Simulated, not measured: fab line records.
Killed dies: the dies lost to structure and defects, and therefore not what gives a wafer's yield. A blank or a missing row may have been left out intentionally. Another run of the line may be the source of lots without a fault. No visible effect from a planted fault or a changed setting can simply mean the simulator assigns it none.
Matching of chambers :: flow nand harc :: rie diel-02 running NHARC_A_CONTACT_DESCUM_74: 4 sister chambers
The step chemistry O2, time 3 s. 24 wafers are shown with their chamber, then 12 later ones without.

== WAFERS PAIRED WITH THEIR CHAMBERS ==
wafer: L075.3
chamber: 3
showerhead plenum p Torr (Torr): 1.79
drypump motor current A (A): 5.8
oes product au (a.u.): 0.990

wafer: L075.4
chamber: 0
showerhead plenum p Torr (Torr): 2.03
drypump motor current A (A): 6.0
oes product au (a.u.): 0.988

wafer: L075.6
chamber: 3
showerhead plenum p Torr (Torr): 1.79
drypump motor current A (A): 5.9
oes product au (a.u.): 0.996

wafer: L075.1
chamber: 2
showerhead plenum p Torr (Torr): 1.78
drypump motor current A (A): 5.8
oes product au (a.u.): 1.001

wafer: L075.2
chamber: 0
showerhead plenum p Torr (Torr): 2.03
drypump motor current A (A): 6.0
oes product au (a.u.): 0.998

wafer: L075.5
chamber: 2
showerhead plenum p Torr (Torr): 1.78
drypump motor current A (A): 5.8
oes product au (a.u.): 1.004

wafer: L076.1
chamber: 1
showerhead plenum p Torr (Torr): 1.79
drypump motor current A (A): 5.7
oes product au (a.u.): 0.990

wafer: L076.2
chamber: 2
showerhead plenum p Torr (Torr): 1.78
drypump motor current A (A): 5.8
oes product au (a.u.): 0.994

wafer: L076.3
chamber: 0
showerhead plenum p Torr (Torr): 2.03
drypump motor current A (A): 6.0
oes product au (a.u.): 0.985

wafer: L078.2
chamber: 0
showerhead plenum p Torr (Torr): 2.03
drypump motor current A (A): 6.0
oes product au (a.u.): 0.996

wafer: L078.5
chamber: 1
showerhead plenum p Torr (Torr): 1.79
drypump motor current A (A): 5.7
oes product au (a.u.): 1.004

wafer: L078.6
chamber: 2
showerhead plenum p Torr (Torr): 1.77
drypump motor current A (A): 5.8
oes product au (a.u.): 1.022

wafer: L079.1
chamber: 1
showerhead plenum p Torr (Torr): 1.79
drypump motor current A (A): 5.7
oes product au (a.u.): 1.003

wafer: L079.5
chamber: 0
showerhead plenum p Torr (Torr): 2.03
drypump motor current A (A): 6.0
oes product au (a.u.): 0.980

wafer: L079.6
chamber: 1
showerhead plenum p Torr (Torr): 1.79
drypump motor current A (A): 5.7
oes product au (a.u.): 1.005

wafer: L080.3
chamber: 2
showerhead plenum p Torr (Torr): 1.77
drypump motor current A (A): 5.8
oes product au (a.u.): 1.011

wafer: L080.4
chamber: 3
showerhead plenum p Torr (Torr): 1.79
drypump motor current A (A): 5.9
oes product au (a.u.): 0.987

wafer: L080.6
chamber: 0
showerhead plenum p Torr (Torr): 2.02
drypump motor current A (A): 6.0
oes product au (a.u.): 0.983

wafer: L083.1
chamber: 1
showerhead plenum p Torr (Torr): 1.79
drypump motor current A (A): 5.7
oes product au (a.u.): 0.991

wafer: L083.2
chamber: 2
showerhead plenum p Torr (Torr): 1.77
drypump motor current A (A): 5.8
oes product au (a.u.): 1.003

wafer: L083.6
chamber: 2
showerhead plenum p Torr (Torr): 1.77
drypump motor current A (A): 5.8
oes product au (a.u.): 1.008

wafer: L088.1
chamber: 1
showerhead plenum p Torr (Torr): 1.78
drypump motor current A (A): 5.7
oes product au (a.u.): 1.001

wafer: L088.3
chamber: 0
showerhead plenum p Torr (Torr): 2.02
drypump motor current A (A): 6.0
oes product au (a.u.): 1.006

wafer: L088.4
chamber: 3
showerhead plenum p Torr (Torr): 1.79
drypump motor current A (A): 5.9
oes product au (a.u.): 0.991

SIGNATURES (averages over the wafers above)
reading: showerhead plenum p Torr
chamber 0: 2.0271
chamber 1: 1.7883
chamber 2: 1.7743
chamber 3: 1.7900
scatter within a chamber: 0.00446

reading: drypump motor current A
chamber 0: 6.000
chamber 1: 5.700
chamber 2: 5.800
chamber 3: 5.875
scatter within a chamber: 0.0194

reading: oes product au
chamber 0: 0.99086
chamber 1: 0.99900
chamber 2: 1.00614
chamber 3: 0.99100
scatter within a chamber: 0.00795
Rule: for a wafer and a chamber, the distance is found by dividing, reading by reading, the gap between the wafer's reading and the chamber's mean by the reading's scatter, squaring, summing and taking the root. The wafer belongs to the nearest chamber; if the next one is less than 2 further off, it can't be placed. The scatter: the root of (the sum of the squares of (reading less its chamber's mean) over the shown wafers, divided by (wafers less chambers)).

== WAFERS WHOSE CHAMBER IS MISSING ==
wafer: L087.1
showerhead plenum p Torr (Torr): 1.78
drypump motor current A (A): 5.7
oes product au (a.u.): 0.993

wafer: L087.3
showerhead plenum p Torr (Torr): 1.79
drypump motor current A (A): 5.9
oes product au (a.u.): 0.975

wafer: L087.4
showerhead plenum p Torr (Torr): 2.02
drypump motor current A (A): 6.0
oes product au (a.u.): 0.998

wafer: L091.3
showerhead plenum p Torr (Torr): 1.77
drypump motor current A (A): 5.8
oes product au (a.u.): 0.997

wafer: L091.5
showerhead plenum p Torr (Torr): 1.77
drypump motor current A (A): 5.8
oes product au (a.u.): 1.002

wafer: L091.6
showerhead plenum p Torr (Torr): 1.79
drypump motor current A (A): 5.8
oes product au (a.u.): 0.983

wafer: L092.1
showerhead plenum p Torr (Torr): 1.77
drypump motor current A (A): 5.8
oes product au (a.u.): 1.007

wafer: L092.2
showerhead plenum p Torr (Torr): 1.79
drypump motor current A (A): 5.9
oes product au (a.u.): 0.970

wafer: L092.5
showerhead plenum p Torr (Torr): 1.79
drypump motor current A (A): 5.9
oes product au (a.u.): 0.970

wafer: L097.1
showerhead plenum p Torr (Torr): 1.78
drypump motor current A (A): 5.7
oes product au (a.u.): 1.004

wafer: L097.3
showerhead plenum p Torr (Torr): 2.02
drypump motor current A (A): 6.0
oes product au (a.u.): 0.988

wafer: L097.6
showerhead plenum p Torr (Torr): 1.78
drypump motor current A (A): 5.7
oes product au (a.u.): 0.996

== WHICH CHAMBER EACH ONE RAN IN ==
wafer: L087.1
from the rows above: 1
in truth: 1

wafer: L087.3
from the rows above: 3
in truth: 3

wafer: L087.4
from the rows above: 0
in truth: 0

wafer: L091.3
from the rows above: 2
in truth: 2

wafer: L091.5
from the rows above: 2
in truth: 2

wafer: L091.6
from the rows above: can't be placed: 3 or 2 or 1
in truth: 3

wafer: L092.1
from the rows above: 2
in truth: 2

wafer: L092.2
from the rows above: 3
in truth: 3

wafer: L092.5
from the rows above: 3
in truth: 3

wafer: L097.1
from the rows above: 1
in truth: 1

wafer: L097.3
from the rows above: 0
in truth: 0

wafer: L097.6
from the rows above: 1
in truth: 1
Correct placement for 11 of the 12. Cannot be placed on the basis of these rows: 1; the candidates contain the true chamber in 1. Wrongly placed: 0.
